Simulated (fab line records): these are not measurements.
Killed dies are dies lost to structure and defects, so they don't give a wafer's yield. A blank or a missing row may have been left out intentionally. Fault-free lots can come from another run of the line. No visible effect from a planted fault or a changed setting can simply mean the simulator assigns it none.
Problem report, 8D (eight disciplines) form, completed by code / flow nand harc / the parts of the form that need people (team, actions taken, sign-off) are left out

1. THE ISSUE
Wafers without a fault read 86.3 s, standard deviation 0.49; run length s at NHARC_A_CONTACT_ETCH_48 reads a mean of 97.1 s on 3 wafers belonging to 2 lots. That puts it +22 standard deviations away from the usual mean.
The step: etches the open film in CF4, target depth 39 nm, time 65 s.
The first sign was on wafer L875.4 at day 28 09:16, on rie diel-03. At this step, 39 wafers from 13 lots have a number in the record. The rule behind "out" and "out of limits": a value lying over 4 standard deviations away from the usual mean. The rest of the wafers with a number are treated as sound.

2. WHAT THIS IS AND IS NOT
question=which readings at this step | is=run length s | is not=drypump motor current A, oes product au, rf vpp V, showerhead plenum p Torr, throttle valve pct
question=which lots | is=L875, L877 | is not=L857, L858, L860, L861, L862, L864, L865, L867, L874, L878, L880
question=which wafers of those lots | is=L875.4, L877.2, L877.4 | is not=L875.1, L875.3, L877.3
question=read on which tools | is=rie diel-03 | is not=rie diel-10, rie diel-11
question=when | is=from day 28 09:16 | is not=up to then (26 sound wafers); but 10 sound wafers of L874, L877, L878, L880 came after

3. THE SUSPECTS, EACH WITH WHAT RULES IT OUT
Counting: a tool at a process step up to the reading stays a suspect if it ran every lot that is out. Sound lots after the first of them don't rule it out here, since some wafers of a struck lot are sound.
- rie diel-03 at NHARC_A_CONTACT_ETCH_48 (etches the open film in CF4, target depth 39 nm, time 65 s): kept. It processed each lot that is out (first: L875, day 28 09:16); up to then, its last sound lot is L867 (day 25 13:05). On those wafers its own readings are out: run length s.
Left after counting: rie diel-03 at NHARC_A_CONTACT_ETCH_48.

4. THE CAUSE (what the simulator had put in)
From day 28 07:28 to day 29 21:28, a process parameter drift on rie diel-03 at NHARC_A_CONTACT_ETCH_48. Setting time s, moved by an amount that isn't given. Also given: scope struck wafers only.
The count eliminated every tool but this one.

5. SEQUENCE OF EFFECTS, ordered by route
Each row: a reading whose mean over the struck wafers that have a number lies more than 3 standard deviations from the usual. Only readings for which the record gives a usual standard deviation are gone through. hours: the time from each lot's start at the first step in this table that gives one to its start at this step, as a median over the lots. sigmas: the change in usual standard deviations.
hours=0; step=NHARC_A_CONTACT_ETCH_48; reading=run length s; usual=86.3 s; on struck wafers=97.1; change=+10.8; sigmas=+22
The process steps in it:
- NHARC_A_CONTACT_ETCH_48: etches the open film in CF4, target depth 39 nm, time 65 s.
At these later measuring or inspecting steps, every struck wafer for which the step has a row has a number for every such reading, and none has moved that far: NHARC_END_SORT_01.

6. WHAT WOULD HAVE CAUGHT IT SOONER
2 hours passed between the start of the fault at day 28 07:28 and the first reading out of limits in this record, taken at day 28 09:16.
